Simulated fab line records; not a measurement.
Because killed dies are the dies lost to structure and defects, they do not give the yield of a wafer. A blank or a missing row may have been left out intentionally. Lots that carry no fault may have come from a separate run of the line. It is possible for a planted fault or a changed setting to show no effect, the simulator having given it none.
Chamber matching :: flow nand-harc :: 4 sister chambers for NHARC_A_CONTACT_DESCUM_47 on rie-diel-11
The step chemistry O2, time 3 s. 39 wafers are shown with their chamber, then 12 later ones without.

WAFERS PAIRED WITH THEIR CHAMBERS
wafer: L075.1
chamber: 1
showerhead-plenum-p-Torr (Torr): 1.95
drypump-motor-current-A (A): 6.0
oes-product-au (a.u.): 1.005

wafer: L075.2
chamber: 0
showerhead-plenum-p-Torr (Torr): 1.88
drypump-motor-current-A (A): 5.8
oes-product-au (a.u.): 0.993

wafer: L075.6
chamber: 3
showerhead-plenum-p-Torr (Torr): 2.01
drypump-motor-current-A (A): 6.2
oes-product-au (a.u.): 1.026

wafer: L080.1
chamber: 1
showerhead-plenum-p-Torr (Torr): 1.95
drypump-motor-current-A (A): 6.0
oes-product-au (a.u.): 1.013

wafer: L080.2
chamber: 3
showerhead-plenum-p-Torr (Torr): 2.01
drypump-motor-current-A (A): 6.2
oes-product-au (a.u.): 1.023

wafer: L080.3
chamber: 0
showerhead-plenum-p-Torr (Torr): 1.87
drypump-motor-current-A (A): 5.8
oes-product-au (a.u.): 1.010

wafer: L081.2
chamber: 2
showerhead-plenum-p-Torr (Torr): 1.95
drypump-motor-current-A (A): 5.4
oes-product-au (a.u.): 1.000

wafer: L081.3
chamber: 1
showerhead-plenum-p-Torr (Torr): 1.94
drypump-motor-current-A (A): 6.0
oes-product-au (a.u.): 0.995

wafer: L081.4
chamber: 3
showerhead-plenum-p-Torr (Torr): 2.01
drypump-motor-current-A (A): 6.2
oes-product-au (a.u.): 1.018

wafer: L082.1
chamber: 3
showerhead-plenum-p-Torr (Torr): 2.01
drypump-motor-current-A (A): 6.2
oes-product-au (a.u.): 1.013

wafer: L082.2
chamber: 2
showerhead-plenum-p-Torr (Torr): 1.95
drypump-motor-current-A (A): 5.4
oes-product-au (a.u.): 0.998

wafer: L082.5
chamber: 1
showerhead-plenum-p-Torr (Torr): 1.94
drypump-motor-current-A (A): 6.0
oes-product-au (a.u.): 0.993

wafer: L083.3
chamber: 2
showerhead-plenum-p-Torr (Torr): 1.95
drypump-motor-current-A (A): 5.3
oes-product-au (a.u.): 0.996

wafer: L083.4
chamber: 3
showerhead-plenum-p-Torr (Torr): 2.01
drypump-motor-current-A (A): 6.2
oes-product-au (a.u.): 1.013

wafer: L083.6
chamber: 2
showerhead-plenum-p-Torr (Torr): 1.95
drypump-motor-current-A (A): 5.3
oes-product-au (a.u.): 0.992

wafer: L085.2
chamber: 3
showerhead-plenum-p-Torr (Torr): 2.00
drypump-motor-current-A (A): 6.2
oes-product-au (a.u.): 1.011

wafer: L085.5
chamber: 0
showerhead-plenum-p-Torr (Torr): 1.87
drypump-motor-current-A (A): 5.8
oes-product-au (a.u.): 0.982

wafer: L085.6
chamber: 3
showerhead-plenum-p-Torr (Torr): 2.00
drypump-motor-current-A (A): 6.2
oes-product-au (a.u.): 1.014

wafer: L085.1
chamber: 2
showerhead-plenum-p-Torr (Torr): 1.95
drypump-motor-current-A (A): 5.4
oes-product-au (a.u.): 1.002

wafer: L085.3
chamber: 0
showerhead-plenum-p-Torr (Torr): 1.87
drypump-motor-current-A (A): 5.8
oes-product-au (a.u.): 0.981

wafer: L085.4
chamber: 1
showerhead-plenum-p-Torr (Torr): 1.94
drypump-motor-current-A (A): 6.0
oes-product-au (a.u.): 0.989

wafer: L089.2
chamber: 0
showerhead-plenum-p-Torr (Torr): 1.87
drypump-motor-current-A (A): 5.7
oes-product-au (a.u.): 1.015

wafer: L089.5
chamber: 1
showerhead-plenum-p-Torr (Torr): 1.94
drypump-motor-current-A (A): 6.0
oes-product-au (a.u.): 0.987

wafer: L089.6
chamber: 0
showerhead-plenum-p-Torr (Torr): 1.87
drypump-motor-current-A (A): 5.8
oes-product-au (a.u.): 1.004

wafer: L089.1
chamber: 2
showerhead-plenum-p-Torr (Torr): 1.95
drypump-motor-current-A (A): 5.4
oes-product-au (a.u.): 1.003

wafer: L089.3
chamber: 1
showerhead-plenum-p-Torr (Torr): 1.94
drypump-motor-current-A (A): 6.0
oes-product-au (a.u.): 0.983

wafer: L089.4
chamber: 3
showerhead-plenum-p-Torr (Torr): 2.00
drypump-motor-current-A (A): 6.2
oes-product-au (a.u.): 1.014

wafer: L091.1
chamber: 3
showerhead-plenum-p-Torr (Torr): 2.00
drypump-motor-current-A (A): 6.3
oes-product-au (a.u.): 0.994

wafer: L091.3
chamber: 2
showerhead-plenum-p-Torr (Torr): 1.95
drypump-motor-current-A (A): 5.4
oes-product-au (a.u.): 0.998

wafer: L091.4
chamber: 0
showerhead-plenum-p-Torr (Torr): 1.87
drypump-motor-current-A (A): 5.8
oes-product-au (a.u.): 1.006

wafer: L092.1
chamber: 2
showerhead-plenum-p-Torr (Torr): 1.95
drypump-motor-current-A (A): 5.4
oes-product-au (a.u.): 1.008

wafer: L092.4
chamber: 3
showerhead-plenum-p-Torr (Torr): 2.00
drypump-motor-current-A (A): 6.2
oes-product-au (a.u.): 0.996

wafer: L092.5
chamber: 3
showerhead-plenum-p-Torr (Torr): 2.00
drypump-motor-current-A (A): 6.2
oes-product-au (a.u.): 0.992

wafer: L093.1
chamber: 1
showerhead-plenum-p-Torr (Torr): 1.94
drypump-motor-current-A (A): 6.0
oes-product-au (a.u.): 0.987

wafer: L093.2
chamber: 0
showerhead-plenum-p-Torr (Torr): 1.87
drypump-motor-current-A (A): 5.8
oes-product-au (a.u.): 1.012

wafer: L093.4
chamber: 2
showerhead-plenum-p-Torr (Torr): 1.95
drypump-motor-current-A (A): 5.4
oes-product-au (a.u.): 0.999

wafer: L093.3
chamber: 3
showerhead-plenum-p-Torr (Torr): 2.00
drypump-motor-current-A (A): 6.2
oes-product-au (a.u.): 1.004

wafer: L093.5
chamber: 1
showerhead-plenum-p-Torr (Torr): 1.94
drypump-motor-current-A (A): 6.0
oes-product-au (a.u.): 1.002

wafer: L093.6
chamber: 0
showerhead-plenum-p-Torr (Torr): 1.87
drypump-motor-current-A (A): 5.8
oes-product-au (a.u.): 1.008

SIGNATURES, as means of the wafers listed above
reading: showerhead-plenum-p-Torr
chamber 0: 1.8711
chamber 1: 1.9422
chamber 2: 1.9500
chamber 3: 2.0042
scatter within a chamber: 0.00391

reading: drypump-motor-current-A
chamber 0: 5.789
chamber 1: 6.000
chamber 2: 5.378
chamber 3: 6.208
scatter within a chamber: 0.031

reading: oes-product-au
chamber 0: 1.00122
chamber 1: 0.99489
chamber 2: 0.99956
chamber 3: 1.00983
scatter within a chamber: 0.0102
Rule: for each reading, subtract the chamber's mean from the wafer's reading, divide by that reading's scatter and square the result; add these up over the readings and take the root, which gives the wafer's distance from the chamber. The wafer belongs to the nearest chamber; if the next one is less than 2 further off, it can't be placed. The scatter is the square root of a quotient: the sum, over the shown wafers, of each reading's squared deviation from its chamber's mean, divided by wafers minus chambers.

WAFERS MISSING THEIR CHAMBER
wafer: L097.1
showerhead-plenum-p-Torr (Torr): 1.95
drypump-motor-current-A (A): 5.3
oes-product-au (a.u.): 0.984

wafer: L097.5
showerhead-plenum-p-Torr (Torr): 2.00
drypump-motor-current-A (A): 6.2
oes-product-au (a.u.): 1.005

wafer: L097.6
showerhead-plenum-p-Torr (Torr): 1.95
drypump-motor-current-A (A): 5.4
oes-product-au (a.u.): 0.996

wafer: L097.2
showerhead-plenum-p-Torr (Torr): 1.86
drypump-motor-current-A (A): 5.8
oes-product-au (a.u.): 0.992

wafer: L097.3
showerhead-plenum-p-Torr (Torr): 2.00
drypump-motor-current-A (A): 6.2
oes-product-au (a.u.): 1.000

wafer: L097.4
showerhead-plenum-p-Torr (Torr): 1.94
drypump-motor-current-A (A): 6.0
oes-product-au (a.u.): 0.997

wafer: L096.1
showerhead-plenum-p-Torr (Torr): 1.93
drypump-motor-current-A (A): 6.0
oes-product-au (a.u.): 0.999

wafer: L096.4
showerhead-plenum-p-Torr (Torr): 2.00
drypump-motor-current-A (A): 6.2
oes-product-au (a.u.): 1.012

wafer: L096.5
showerhead-plenum-p-Torr (Torr): 1.94
drypump-motor-current-A (A): 5.3
oes-product-au (a.u.): 0.993

wafer: L096.2
showerhead-plenum-p-Torr (Torr): 1.94
drypump-motor-current-A (A): 5.4
oes-product-au (a.u.): 0.981

wafer: L096.3
showerhead-plenum-p-Torr (Torr): 1.86
drypump-motor-current-A (A): 5.8
oes-product-au (a.u.): 0.994

wafer: L096.6
showerhead-plenum-p-Torr (Torr): 1.94
drypump-motor-current-A (A): 6.0
oes-product-au (a.u.): 0.986

EACH ONE'S CHAMBER
wafer: L097.1
from the rows above: 2
in truth: 2

wafer: L097.5
from the rows above: 3
in truth: 3

wafer: L097.6
from the rows above: 2
in truth: 2

wafer: L097.2
from the rows above: 0
in truth: 0

wafer: L097.3
from the rows above: 3
in truth: 3

wafer: L097.4
from the rows above: 1
in truth: 1

wafer: L096.1
from the rows above: 1
in truth: 1

wafer: L096.4
from the rows above: 3
in truth: 3

wafer: L096.5
from the rows above: 2
in truth: 2

wafer: L096.2
from the rows above: 2
in truth: 2

wafer: L096.3
from the rows above: 0
in truth: 0

wafer: L096.6
from the rows above: 1
in truth: 1
Correctly placed: 12 of 12. Can't be placed from these rows: 0. Placed wrongly: 0.
